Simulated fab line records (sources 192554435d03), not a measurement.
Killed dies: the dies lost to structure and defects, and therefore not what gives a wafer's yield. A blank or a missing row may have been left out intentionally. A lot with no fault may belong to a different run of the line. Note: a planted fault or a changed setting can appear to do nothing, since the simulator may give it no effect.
fab line records -- flow n5Finfet
record: lots: 7, wafers: 21
route steps=1938 shown BEOL_M0_SAQP@637 BEOL_M1@755 BEOL_M2@848 BEOL_M3@957
startH: hours from the record's opening day to when the first of the lot's shown wafers began -- waitH: hours since the lot's step before -- " as in the row above -- L1.1+2: a single row standing in for several wafers -- - no value, or no start given -- * or withheld: withheld -- < > ~ a bound
route shown NAME@n: names a module that has steps shown in the file, with the first one's number in the route -- usual: mean and standard deviation over wafers with no fault -- same: alike in all rows -- chamber/n: place in a boat -- sites: per-site readings -- _std_site: standard deviation across them -- _edge_site: outer sites' mean less inner sites' -- radiusMm: for every site, how far away it sits from the centre of the wafer -- mask NAME#n: copy n -- behind: the last tool/chamber to shape the wafer -- hold: reason for holding the lot/hours on hold/outcome of the hold -- device: the transistor (n, p or np) that didn't switch -- end of line: the tests these same wafers got at the end of their route -- a step with no rows: only its recipe -- killed: not the wafer's yield, but the dies lost to structure and defects at the first sort -- map: dies across one wafer; x = killed, . = not, _ = none there
set.NAME: setting as actually run; set.NAME@STEP: the setting as run at that earlier step -- model.NAME: the simulator's own value behind a step, which no gauge read
one table per step and one row per wafer, for lots whose settings were changed on purpose
== steps ==
step: N5_BEOL_M0_SAQP_PECVD_97
recipe: material: SiNx, targetThkA: 230, tempC: 350, precursor: SiH4/NH3/N2, pressureTorr: 1.5, rfW: 300, timeS: 19.9
lot.wafer,tool,chamber,startH,waitH,set.timeS,model.SiNx_of_BEOL_M0_SAQP_PECVD_97.thkNm
L075.1,pecvd-04,2,144.91,0.0,19.9,22.6
L075.3+6,pecvd-04,"0,1",144.91,0.0,19.9,22.8
L076.1,pecvd-02,0,144.96,0.0,19.9,22.8
L076.2,pecvd-02,2,144.96,0.0,19.9,22.6
L076.6,pecvd-02,2,144.96,0.0,19.9,23.2
L085.4,pecvd-02,2,176.76,0.0,19.9,23.4
L085.5,pecvd-02,1,176.76,0.0,19.9,23.8
L085.6,pecvd-02,0,176.76,0.0,19.9,23
L091.4,pecvd-04,2,212.03,0.0,19.9,22.6
L091.5,pecvd-04,1,212.03,0.0,19.9,22.4
L091.6,pecvd-04,0,212.03,0.0,19.9,22.8
L094.1,pecvd-04,1,230.16,0.0,19.9,22.8
L094.2,pecvd-04,2,230.16,0.0,19.15,21.8
L094.3,pecvd-04,0,230.16,0.0,19.15,22
L095.2,pecvd-02,2,236.32,0.0,22.84,26
L095.3,pecvd-02,1,236.32,0.0,19.9,23
L095.6,pecvd-02,0,236.32,0.0,22.84,26.2
L097.1,pecvd-01,2,245.54,0.0,19.9,22.6
L097.3,pecvd-01,1,245.54,0.0,19.9,23
L097.4,pecvd-01,1,245.54,0.0,19.9,23.2
step: N5_BEOL_M0_SAQP_COAT_72
recipe: resist: SiARC, tempC: 220, timeS: 60, spinRpm: 1500, resistThkNm: 15
lot.wafer,tool,chamber,startH,waitH,set.spinRpm,model.SiARC_of_BEOL_M0_SAQP_COAT_72.thkNm
L075.1+3+6,lithoTrack-04,0,-,-,1500,15
L076.1+2+6,lithoTrack-02,0,-,-,1366,15.8
L085.4,lithoTrack-04,0,-,-,1658,14.2
L085.5+6,lithoTrack-04,0,-,-,1500,15
L091.4+6,lithoTrack-01,0,-,-,1500,15
L091.5,lithoTrack-01,0,-,-,1406,15.4
L094.1+3,lithoTrack-02,0,-,-,1500,15
L094.2,lithoTrack-02,0,-,-,1444,15.2
L095.2,lithoTrack-01,0,-,-,1500,15
L095.3+6,lithoTrack-01,0,-,-,1650,14.4
L097.1+3+4,lithoTrack-04,0,-,-,1500,15
step: N5_BEOL_M0_SAQP_COAT_87
recipe: resist: underlayer, tempC: 205, timeS: 60, spinRpm: 1500, resistThkNm: 5
step: N5_BEOL_M0_SAQP_COAT_34
recipe: resist: CAR-EUV, spinRpm: 1500, resistThkNm: 30
step: N5_BEOL_M0_SAQP_DESCUM_45
recipe: chemistry: O2, timeS: 7, sourcePowerW: 50, biasPowerW: 20, pressureMtorr: 20, rfFrequencyHz: 2.712e+07, tempC: 40, resist: CAR-EUV, o2FlowSccm: 225
step: N5_BEOL_M0_SAQP_ETCH_88
recipe: chemistry: N2/H2, target: underlayer, targetDepthA: 65, timeS: 5.2, ionEnergyEv: 200, maskMaterial: CAR-EUV, pressureMtorr: 30, sourceW: 840, biasW: 150, n2FlowSccm: 200, h2FlowSccm: 200, ends: cleared
step: N5_BEOL_M0_SAQP_ETCH_73
recipe: chemistry: CF4, target: SiARC, targetDepthA: 195, maskMaterial: CAR-EUV, timeS: 32.5, ionEnergyEv: 80, pressureMtorr: 40, sourceW: 545, biasW: 36, Ar_flow_sccm: 100, cf4FlowSccm: 100, ends: cleared
lot.wafer,tool,chamber,startH,waitH,set.spinRpm@BEOL_M0_SAQP_COAT_72,model.etch.depthNm
L075.1,rieDiel-05,0,153.76,0.0,1500,15.02
L075.3,rieDiel-05,1,153.76,0.0,1500,14.98
L075.6,rieDiel-05,0,153.76,0.0,1500,14.96
L076.1,rieDiel-04,2,153.89,0.0,1366,15.77
L076.2,rieDiel-04,1,153.89,0.0,1366,15.74
L076.6,rieDiel-04,0,153.89,0.0,1366,15.75
L085.4,rieDiel-05,3,183.90,0.0,1658,14.27
L085.5,rieDiel-05,3,183.90,0.0,1500,15.08
L085.6,rieDiel-05,0,183.90,0.0,1500,15.04
L091.4,rieDiel-05,0,216.74,0.0,1500,14.94
L091.5,rieDiel-05,1,216.74,0.0,1406,15.49
L091.6,rieDiel-05,0,216.74,0.0,1500,14.98
L094.1,rieDiel-05,1,235.45,0.0,1500,15.01
L094.2,rieDiel-05,3,235.45,0.0,1444,15.27
L094.3,rieDiel-05,0,235.45,0.0,1500,14.99
L095.2,rieDiel-04,1,240.70,0.0,1500,15.09
L095.3,rieDiel-04,0,240.70,0.0,1650,14.38
L095.6,rieDiel-04,0,240.70,0.0,1650,14.37
L097.1,rieDiel-02,2,251.50,0.0,1500,15.08
L097.3,rieDiel-02,0,251.50,0.0,1500,15.02
L097.4,rieDiel-02,3,251.50,0.0,1500,15.1
step: N5_BEOL_M1_COAT_61
recipe: resist: SOC, tempC: 250, timeS: 60, spinRpm: 1500, resistThkNm: 60
lot.wafer,tool,chamber,startH,waitH,set.spinRpm,model.SOC_of_BEOL_M1_COAT_61.thkNm
L075.1,lithoTrack-04,0,158.93,0.1,1577,58.4
L075.3,lithoTrack-04,0,158.93,0.1,1500,59.8
L075.6,lithoTrack-04,0,158.93,0.1,1500,59.6
L076.1,lithoTrack-03,0,159.13,0.1,1415,61.8
L076.2,lithoTrack-03,0,159.13,0.1,1500,60.2
L076.6,lithoTrack-03,0,159.13,0.1,1415,62
L085.4,lithoTrack-02,0,192.60,0.1,1500,60.4
L085.5,lithoTrack-02,0,192.60,0.1,1500,60.6
L085.6,lithoTrack-02,0,192.60,0.1,1567,59
L091.4,lithoTrack-02,0,233.11,0.1,1555,58.6
L091.5,lithoTrack-02,0,233.11,0.1,1500,59.8
L091.6,lithoTrack-02,0,233.11,0.1,1555,58.8
L094.1,lithoTrack-02,0,244.69,0.1,1500,60.2
L094.2,lithoTrack-02,0,244.69,0.1,1500,60
L094.3,lithoTrack-02,0,244.69,0.1,1592,58.4
L095.2+6,lithoTrack-02,0,250.84,0.1,1500,60
L095.3,lithoTrack-02,0,250.84,0.1,1500,60.2
L097.1+4,lithoTrack-04,0,267.75,0.1,1500,60
L097.3,lithoTrack-04,0,267.75,0.1,1500,59.8
step: N5_BEOL_M1_COAT_73
recipe: resist: underlayer, tempC: 205, timeS: 60, spinRpm: 1500, resistThkNm: 5
lot.wafer,tool,chamber,startH,waitH,set.tempC
L075.1+3,lithoTrack-04,0,-,-,205
L075.6,lithoTrack-04,0,-,-,208.4
L076.1+2,lithoTrack-03,0,-,-,205
L076.6,lithoTrack-03,0,-,-,200.3
L085.4+5+6,lithoTrack-02,0,-,-,198.6
L091.4+5+6,lithoTrack-02,0,-,-,205
L094.1,lithoTrack-02,0,-,-,201.8
L094.2+3,lithoTrack-02,0,-,-,205
L095.2+3+6,lithoTrack-02,0,-,-,200
L097.1+3+4,lithoTrack-04,0,-,-,205
step: N5_BEOL_M1_COAT_05
recipe: resist: CAR-EUV, spinRpm: 1500, resistThkNm: 30
step: N5_BEOL_M1_EBR_07
recipe: solvent: PGMEA, ebrWidthMm: 1.5
step: N5_BEOL_M1_ETCH_74
recipe: chemistry: N2/H2, target: underlayer, targetDepthA: 65, maskMaterial: CAR-EUV, timeS: 5.2, ionEnergyEv: 200, pressureMtorr: 30, sourceW: 840, biasW: 150, n2FlowSccm: 200, h2FlowSccm: 200, ends: cleared
step: N5_BEOL_M1_ETCH_63
recipe: chemistry: CF4, target: SiARC, targetDepthA: 156, maskMaterial: CAR-EUV, timeS: 26, ionEnergyEv: 80, pressureMtorr: 40, sourceW: 545, biasW: 36, Ar_flow_sccm: 100, cf4FlowSccm: 100, ends: cleared
step: N5_BEOL_M1_ETCH_64
recipe: chemistry: N2/H2, target: SOC, targetDepthA: 750, overetchA: 150, maskMaterial: SiARC, tempC: 40, timeS: 112.5, ionEnergyEv: 200, pressureMtorr: 30, sourceW: 840, biasW: 150, n2FlowSccm: 200, h2FlowSccm: 200
lot.wafer,tool,chamber,startH,waitH,set.spinRpm@BEOL_M1_COAT_61,model.etch.depthNm
L075.1,rieDiel-02,1,159.39,0.0,1577,58.49
L075.3,rieDiel-02,0,159.39,0.0,1500,59.78
L075.6,rieDiel-02,1,159.39,0.0,1500,59.65
L076.1,rieDiel-04,2,159.82,0.0,1415,61.89
L076.2,rieDiel-04,3,159.82,0.0,1500,60.24
L076.6,rieDiel-04,0,159.82,0.0,1415,61.91
L085.4,rieDiel-05,2,193.06,0.0,1500,60.47
L085.5,rieDiel-05,3,193.06,0.0,1500,60.51
L085.6,rieDiel-05,2,193.06,0.0,1567,58.97
L091.4,rieDiel-02,3,233.63,0.1,1555,58.66
L091.5,rieDiel-02,0,233.63,0.1,1500,59.71
L091.6,rieDiel-02,2,233.63,0.1,1555,58.76
L094.1,rieDiel-05,3,245.15,0.0,1500,60.14
L094.2,rieDiel-05,0,245.15,0.0,1500,60.09
L094.3,rieDiel-05,2,245.15,0.0,1592,58.44
L095.2,rieDiel-02,2,251.79,0.0,1500,60.04
L095.3,rieDiel-02,0,251.79,0.0,1500,60.26
L095.6,rieDiel-02,2,251.79,0.0,1500,60.1
L097.1,rieDiel-04,3,268.22,0.0,1500,59.99
L097.3,rieDiel-04,1,268.22,0.0,1500,59.83
L097.4,rieDiel-04,0,268.22,0.0,1500,59.98
step: N5_BEOL_M1_TRENCH_ETCH_37
recipe: chemistry: C4F6/O2, targetDepthA: 552.07, target: SiOC, timeS: 29, ionEnergyEv: 250, pressureMtorr: 30, sourceW: 355, biasW: 185, Ar_flow_sccm: 300, C4F6_flow_sccm: 10, O2_flow_sccm: 10
lot.wafer,tool,chamber,startH,waitH,set.timeS,model.BEOL_M1.featureDepthNm,model.etch.depthNm,model.TiN_of_BEOL_M1_HM_DEP_02.thkNm
L075.1,rieDiel-02,2,-,-,31.54,59.8,59.7,17.6
L075.3,rieDiel-02,1,-,-,29,53.8,53.84,17.6
L075.6,rieDiel-02,1,-,-,31.54,58.4,58.39,17.6
L076.1,rieDiel-02,2,-,-,29,54.8,54.81,17.8
L076.2,rieDiel-02,1,-,-,29,53.6,53.67,17.6
L076.6,rieDiel-02,1,-,-,35.36,65.4,65.41,17
L085.4,rieDiel-04,0,-,-,29,52.8,52.77,17.8
L085.5,rieDiel-04,3,-,-,34.7,66,66.09,17.4
L085.6,rieDiel-04,1,-,-,34.7,65.4,65.44,17.2
L091.4,rieDiel-04,0,-,-,29,52.6,52.57,17.6
L091.5,rieDiel-04,0,-,-,31.2,56.4,56.39,17.2
L091.6,rieDiel-04,3,-,-,31.2,60,59.94,17.2
L094.1,rieDiel-02,2,-,-,29,54.8,54.72,17.6
L094.2,rieDiel-02,3,-,-,22.56,43.6,43.54,18.2
L094.3,rieDiel-02,0,-,-,29,53.8,53.75,17.8
L095.2,rieDiel-04,0,-,-,29,53.2,53.3,18
L095.3,rieDiel-04,2,-,-,29,55.8,55.86,17.6
L095.6,rieDiel-04,3,-,-,29,55.8,55.78,17.8
L097.1,rieDiel-05,3,-,-,29,56.2,56.17,17.8
L097.3,rieDiel-05,1,-,-,29,55.6,55.53,17.6
L097.4,rieDiel-05,0,-,-,29,54.6,54.69,17.8
step: N5_BEOL_M1_ETCH_41
recipe: chemistry: CH3F/O2, target: SiCN, targetDepthA: 319, taperDeg: 2, timeS: 57.8, ionEnergyEv: 120, maskMaterial: TiN, pressureMtorr: 30, sourceW: 395, biasW: 75, Ar_flow_sccm: 150, CH3F_flow_sccm: 30, O2_flow_sccm: 20
step: N5_BEOL_M1_STRIP_97
recipe: chemistry: N2/H2, timeS: 10, powerW: 450, tempC: 40, pressureMtorr: 20, rfFrequencyHz: 6e+07, biasPowerW: 7, n2FlowSccm: 200, h2FlowSccm: 200
step: N5_BEOL_M1_OCD_MEAS_38
usual: trenchDepthNm: 54.6/1.1
lot.wafer,tool,chamber,startH,waitH,set.timeS@BEOL_M1_TRENCH_ETCH_37,trenchDepthNm
L075.1,ocd-02,-,163.12,-,31.54,59.6
L075.3,ocd-02,-,163.12,-,29,54.1
L075.6,ocd-02,-,163.12,-,31.54,58.5
L076.1,ocd-02,-,165.02,-,29,53.7
L076.2,ocd-02,-,165.02,-,29,53.8
L076.6,ocd-02,-,165.02,-,35.36,65.4
L085.4,ocd-01,-,195.68,-,29,52.6
L085.5,ocd-01,-,195.68,-,34.7,66.3
L085.6,ocd-01,-,195.68,-,34.7,65.3
L091.4,ocd-01,-,236.32,-,29,52.3
L091.5,ocd-01,-,236.32,-,31.2,56.4
L091.6,ocd-01,-,236.32,-,31.2,59.8
L094.1,ocd-01,-,247.58,-,29,55.0
L094.2,ocd-01,-,247.58,-,22.56,43.6
L094.3,ocd-01,-,247.58,-,29,54.2
L095.2,ocd-02,-,253.57,-,29,53.7
L095.3,ocd-02,-,253.57,-,29,55.5
L095.6,ocd-02,-,253.57,-,29,56.1
L097.1,ocd-02,-,270.96,-,29,55.9
L097.3,ocd-02,-,270.96,-,29,55.9
L097.4,ocd-02,-,270.96,-,29,54.6
step: N5_BEOL_M2_COAT_05
recipe: resist: CAR-EUV, spinRpm: 1500, resistThkNm: 30
lot.wafer,tool,chamber,startH,waitH,set.spinRpm,model.CAR-EUV_of_BEOL_M2_COAT_05.thkNm
L075.1+6,lithoTrack-04,0,-,-,1543,29.6
L075.3,lithoTrack-04,0,-,-,1500,30
L076.1+2+6,lithoTrack-05,0,-,-,1500,30.2
L085.4,lithoTrack-05,0,-,-,1500,30.2
L085.5,lithoTrack-05,0,-,-,1447,30.6
L085.6,lithoTrack-05,0,-,-,1447,30.8
L091.4,lithoTrack-01,0,-,-,1668,28.6
L091.5+6,lithoTrack-01,0,-,-,1500,30
L094.1,lithoTrack-04,0,-,-,1500,29.8
L094.2,lithoTrack-04,0,-,-,1661,28.4
L094.3,lithoTrack-04,0,-,-,1500,30
L095.2,lithoTrack-05,0,-,-,1565,29.6
L095.3,lithoTrack-05,0,-,-,1500,30
L095.6,lithoTrack-05,0,-,-,1565,29.4
L097.1+3+4,lithoTrack-01,0,-,-,1500,30
step: N5_BEOL_M2_EBR_07
recipe: solvent: PGMEA, ebrWidthMm: 1.5
step: N5_BEOL_M2_SOFTBAKE_06
recipe: tempC: 110, timeS: 60, resist: CAR-EUV
step: N5_BEOL_M2_EXPOSE_08
recipe: maskId: M2, na: 0.33, sourceShape: dipole, sigmaInner: 0.369, sigmaOuter: 0.767, polarization: unpolarized, doseMj: 41.25
step: N5_BEOL_M2_PEB_09
recipe: pebTempC: 100, pebTimeS: 60, resist: CAR-EUV
step: N5_BEOL_M2_DEVELOP_10
recipe: developTimeS: 30, developer: TMAH, resist: CAR-EUV, rinseLiquid: surfactantRinse, dry: airSpin, devTempC: 23
lot.wafer,tool,chamber,startH,waitH,set.spinRpm@BEOL_M2_COAT_05,model.CAR-EUV_of_BEOL_M2_COAT_05.thkNm
L075.1+6,lithoTrack-04,0,-,-,1543,29.2
L075.3,lithoTrack-04,0,-,-,1500,29.6
L076.1+2+6,lithoTrack-05,0,-,-,1500,29.6
L085.4,lithoTrack-01,0,-,-,1500,29.6
L085.5+6,lithoTrack-01,0,-,-,1447,30.2
L091.4,lithoTrack-01,0,-,-,1668,28
L091.5,lithoTrack-01,0,-,-,1500,29.4
L091.6,lithoTrack-01,0,-,-,1500,29.6
L094.1,lithoTrack-04,0,-,-,1500,29.4
L094.2,lithoTrack-04,0,-,-,1661,28
L094.3,lithoTrack-04,0,-,-,1500,29.6
L095.2+6,lithoTrack-04,0,-,-,1565,29
L095.3,lithoTrack-04,0,-,-,1500,29.6
L097.1+3+4,lithoTrack-01,0,-,-,1500,29.6
step: N5_BEOL_M3_COAT_67
recipe: resist: SOC, tempC: 250, timeS: 60, spinRpm: 1500, resistThkNm: 60
lot.wafer,tool,chamber,startH,waitH,set.spinRpm,model.SOC_of_BEOL_M3_COAT_67.thkNm
L075.1+6,lithoTrack-03,0,181.51,0.0,1500,60.2
L075.3,lithoTrack-03,0,181.51,0.0,1500,60
L076.1+6,lithoTrack-03,0,184.09,0.0,1500,60
L076.2,lithoTrack-03,0,184.09,0.0,1660,57.2
L085.4+5,lithoTrack-05,0,212.82,0.0,1500,59.8
L085.6,lithoTrack-05,0,212.82,0.0,1356,63.2
L091.4,lithoTrack-02,0,269.96,0.0,1500,59.8
L091.5,lithoTrack-02,0,269.96,0.0,1396,62
L091.6,lithoTrack-02,0,269.96,0.0,1396,62.2
L094.1,lithoTrack-02,0,275.68,0.0,1454,61.2
L094.2,lithoTrack-02,0,275.68,0.0,1500,60.2
L094.3,lithoTrack-02,0,275.68,0.0,1500,60.4
L095.2+3,lithoTrack-03,0,280.90,0.0,1500,60
L095.6,lithoTrack-03,0,280.90,0.0,1359,63
L097.1+4,lithoTrack-02,0,285.25,0.0,1500,60.2
L097.3,lithoTrack-02,0,285.25,0.0,1500,60
step: N5_BEOL_M3_EXPOSE_25
recipe: maskId: V2, na: 0.33, sourceShape: quasar, sigmaInner: 0.2, sigmaOuter: 0.8, polarization: unpolarized, defocusNm: 5, doseMj: 63
lot.wafer,tool,chamber,startH,waitH,mask,set.doseMj
L075.1+3,euvScanner-02,0,181.77,-,V2#0,63
L075.6,euvScanner-02,0,181.77,-,V2#0,58.8
L076.1+2+6,euvScanner-02,0,184.23,-,V2#0,63
L085.4+6,euvScanner-01,0,212.99,-,V2#0,64.7
L085.5,euvScanner-01,0,212.99,-,V2#0,63
L091.4,euvScanner-02,0,270.12,-,V2#0,63
L091.5+6,euvScanner-02,0,270.12,-,V2#0,58.97
L094.1+3,euvScanner-01,0,275.83,-,V2#0,60.36
L094.2,euvScanner-01,0,275.83,-,V2#0,63
L095.2,euvScanner-01,0,281.05,-,V2#0,63
L095.3+6,euvScanner-01,0,281.05,-,V2#0,59.58
L097.1+3+4,euvScanner-02,0,285.51,-,V2#0,63
step: N5_BEOL_M3_PEB_26
recipe: pebTempC: 100, pebTimeS: 60, resist: CAR-EUV
step: N5_BEOL_M3_DEVELOP_27
recipe: developTimeS: 30, developer: TMAH, resist: CAR-EUV, rinseLiquid: surfactantRinse, dry: airSpin, devTempC: 23
step: N5_BEOL_M3_CD_MEAS_28
recipe: targetCdNm: 25.7, landingEnergyEv: 500, detector: seInlens, targetCdYNm: 23.3, polarity: opening
usual: cdNm: 25.64/0.23
lot.wafer,tool,chamber,startH,waitH,set.doseMj@BEOL_M3_EXPOSE_25,cdNm
L075.1,cdSem-01,0,181.92,-,63,25.42
L075.3,cdSem-01,0,181.92,-,63,25.80
L075.6,cdSem-01,0,181.92,-,58.8,24.18
L076.1,cdSem-01,0,184.39,-,63,25.63
L076.2,cdSem-01,0,184.39,-,63,25.91
L076.6,cdSem-01,0,184.39,-,63,25.57
L085.4,cdSem-02,0,213.11,-,64.7,26.73
L085.5,cdSem-02,0,213.11,-,63,25.67
L085.6,cdSem-02,0,213.11,-,64.7,26.30
L091.4,cdSem-01,0,270.24,-,63,25.93
L091.5,cdSem-01,0,270.24,-,58.97,24.64
L091.6,cdSem-01,0,270.24,-,58.97,24.60
L094.1,cdSem-01,0,275.98,-,60.36,24.86
L094.2,cdSem-01,0,275.98,-,63,25.38
L094.3,cdSem-01,0,275.98,-,60.36,24.55
L095.2,cdSem-03,0,281.19,-,63,25.58
L095.3,cdSem-03,0,281.19,-,59.58,24.89
L095.6,cdSem-03,0,281.19,-,59.58,24.58
L097.1,cdSem-01,0,285.65,-,63,25.37
L097.3,cdSem-01,0,285.65,-,63,25.84
L097.4,cdSem-01,0,285.65,-,63,25.55
step: N5_BEOL_M3_ALD_98
recipe: material: SiO2, targetThkA: 25, tempC: 100, aldPrecursorFamily: BDEAS, aldCoReactant: O2-plasma, pulseTimeS: 1, coReactantPulseTimeS: 1, purgeTimeS: 2, coReactantPurgeTimeS: 2, aldCycles: 17, pressureTorr: 2
step: N5_BEOL_M3_ETCHBACK_99
recipe: chemistry: CHF3, target: SiO2, targetDepthA: 50, timeS: 10.4, sourceW: 215, biasW: 47, Ar_flow_sccm: 200, CHF3_flow_sccm: 12, ionEnergyEv: 100, pressureMtorr: 30
step: N5_BEOL_M3_ETCH_70
recipe: chemistry: N2/H2, target: SOC, targetDepthA: 800, overetchA: 160, maskMaterial: SiARC, tempC: 40, timeS: 120, ionEnergyEv: 200, pressureMtorr: 30, sourceW: 840, biasW: 150, n2FlowSccm: 200, h2FlowSccm: 200
lot.wafer,tool,chamber,startH,waitH,set.spinRpm@BEOL_M3_COAT_67,model.etch.depthNm
L075.1,rieDiel-04,2,185.48,0.0,1500,60.15
L075.3,rieDiel-04,1,185.48,0.0,1500,60.09
L075.6,rieDiel-04,3,185.48,0.0,1500,60.28
L076.1,rieDiel-02,0,188.52,0.0,1500,59.95
L076.2,rieDiel-02,1,188.52,0.0,1660,57.23
L076.6,rieDiel-02,2,188.52,0.0,1500,60.06
L085.4,rieDiel-05,2,232.66,0.0,1500,59.89
L085.5,rieDiel-05,0,232.66,0.0,1500,59.87
L085.6,rieDiel-05,1,232.66,0.0,1356,63.12
L091.4,rieDiel-05,0,271.07,0.0,1500,59.77
L091.5,rieDiel-05,0,271.07,0.0,1396,62.05
L091.6,rieDiel-05,3,271.07,0.0,1396,62.22
L094.1,rieDiel-02,1,288.86,0.0,1454,61.12
L094.2,rieDiel-02,3,288.86,0.0,1500,60.13
L094.3,rieDiel-02,2,288.86,0.0,1500,60.34
L095.2,rieDiel-04,3,292.16,0.0,1500,59.93
L095.3,rieDiel-04,0,292.16,0.0,1500,59.99
L095.6,rieDiel-04,2,292.16,0.0,1359,63.03
L097.1,rieDiel-05,3,295.25,0.0,1500,60.25
L097.3,rieDiel-05,2,295.25,0.0,1500,60.09
L097.4,rieDiel-05,0,295.25,0.0,1500,60.2
step: N5_BEOL_M3_STRIP_71
recipe: chemistry: N2/H2, tempC: 40, n2FlowSccm: 200, h2FlowSccm: 200, rfFrequencyHz: 6e+07
step: N5_BEOL_M3_STRIP_78
recipe: chemistry: N2/H2, tempC: 40, n2FlowSccm: 200, h2FlowSccm: 200, rfFrequencyHz: 6e+07
step: N5_BEOL_M3_VIA_ETCH_34
recipe: chemistry: C4F6/O2, targetDepthA: 694, maskMaterial: SOC, pressureMtorr: 15, ionEnergyEv: 250, taperDeg: 4, timeS: 65.9, sourceW: 350, biasW: 170, Ar_flow_sccm: 300, C4F6_flow_sccm: 10, O2_flow_sccm: 10
lot.wafer,tool,chamber,startH,waitH,set.spinRpm@BEOL_M3_COAT_67,model.SOC_of_BEOL_M3_COAT_67.thkNm
L075.1,rieDiel-04,2,185.59,0.0,1500,52.4
L075.3,rieDiel-04,1,185.59,0.0,1500,52.2
L075.6,rieDiel-04,3,185.59,0.0,1500,52
L076.1+6,rieDiel-02,"0,2",188.63,0.0,1500,52
L076.2,rieDiel-02,1,188.63,0.0,1660,49.2
L085.4+5,rieDiel-05,"2,0",232.76,0.0,1500,52
L085.6,rieDiel-05,1,232.76,0.0,1356,55
L091.4,rieDiel-05,0,271.18,0.0,1500,52
L091.5+6,rieDiel-05,"0,3",271.18,0.0,1396,54.2
L094.1,rieDiel-02,1,288.96,0.0,1454,53
L094.2,rieDiel-02,3,288.96,0.0,1500,52
L094.3,rieDiel-02,2,288.96,0.0,1500,52.2
L095.2,rieDiel-04,3,292.26,0.0,1500,51.8
L095.3,rieDiel-04,0,292.26,0.0,1500,52.2
L095.6,rieDiel-04,2,292.26,0.0,1359,54.8
L097.1+3,rieDiel-05,"3,2",295.35,0.0,1500,52.2
L097.4,rieDiel-05,0,295.35,0.0,1500,52.4
== key ==
split: step: N5_BEOL_M0_SAQP_PECVD_97, setting: timeS, stated: 19.9, by: wafer
response: step: N5_BEOL_M0_SAQP_PECVD_97, reading: model.SiNx_of_BEOL_M0_SAQP_PECVD_97.thkNm, change: +0.212, per: 1%, r: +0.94
split: step: N5_BEOL_M0_SAQP_COAT_72, setting: spinRpm, stated: 1500, by: wafer
response: step: N5_BEOL_M0_SAQP_COAT_72, reading: model.SiARC_of_BEOL_M0_SAQP_COAT_72.thkNm, change: -0.0669, per: 1%, r: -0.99
response: step: N5_BEOL_M0_SAQP_ETCH_73, reading: model.etch.depthNm, change: -0.0752, per: 1%, r: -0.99
split: step: N5_BEOL_M1_COAT_61, setting: spinRpm, stated: 1500, by: wafer
response: step: N5_BEOL_M1_COAT_61, reading: model.SOC_of_BEOL_M1_COAT_61.thkNm, change: -0.289, per: 1%, r: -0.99
response: step: N5_BEOL_M1_ETCH_64, reading: model.etch.depthNm, change: -0.281, per: 1%, r: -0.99
split: step: N5_BEOL_M1_COAT_73, setting: tempC, stated: 205, by: wafer
response none clear
split: step: N5_BEOL_M1_TRENCH_ETCH_37, setting: timeS, stated: 29, by: wafer
response: step: N5_BEOL_M1_TRENCH_ETCH_37, reading: model.BEOL_M1.featureDepthNm, change: +0.552, per: 1%, r: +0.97
response: step: N5_BEOL_M1_TRENCH_ETCH_37, reading: model.etch.depthNm, change: +0.553, per: 1%, r: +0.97
response: step: N5_BEOL_M1_TRENCH_ETCH_37, reading: model.TiN_of_BEOL_M1_HM_DEP_02.thkNm, change: -0.0263, per: 1%, r: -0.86
response: step: N5_BEOL_M1_OCD_MEAS_38, reading: trenchDepthNm, change: +0.567, per: 1%, r: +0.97
split: step: N5_BEOL_M2_COAT_05, setting: spinRpm, stated: 1500, by: wafer
response: step: N5_BEOL_M2_COAT_05, reading: model.CAR-EUV_of_BEOL_M2_COAT_05.thkNm, change: -0.132, per: 1%, r: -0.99
response: step: N5_BEOL_M2_DEVELOP_10, reading: model.CAR-EUV_of_BEOL_M2_COAT_05.thkNm, change: -0.138, per: 1%, r: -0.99
split: step: N5_BEOL_M3_COAT_67, setting: spinRpm, stated: 1500, by: wafer
response: step: N5_BEOL_M3_COAT_67, reading: model.SOC_of_BEOL_M3_COAT_67.thkNm, change: -0.311, per: 1%, r: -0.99
response: step: N5_BEOL_M3_ETCH_70, reading: model.etch.depthNm, change: -0.309, per: 1%, r: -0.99
response: step: N5_BEOL_M3_VIA_ETCH_34, reading: model.SOC_of_BEOL_M3_COAT_67.thkNm, change: -0.293, per: 1%, r: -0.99
split: step: N5_BEOL_M3_EXPOSE_25, setting: doseMj, stated: 63, by: wafer
response: step: N5_BEOL_M3_CD_MEAS_28, reading: cdNm, change: +0.197, per: 1%, r: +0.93
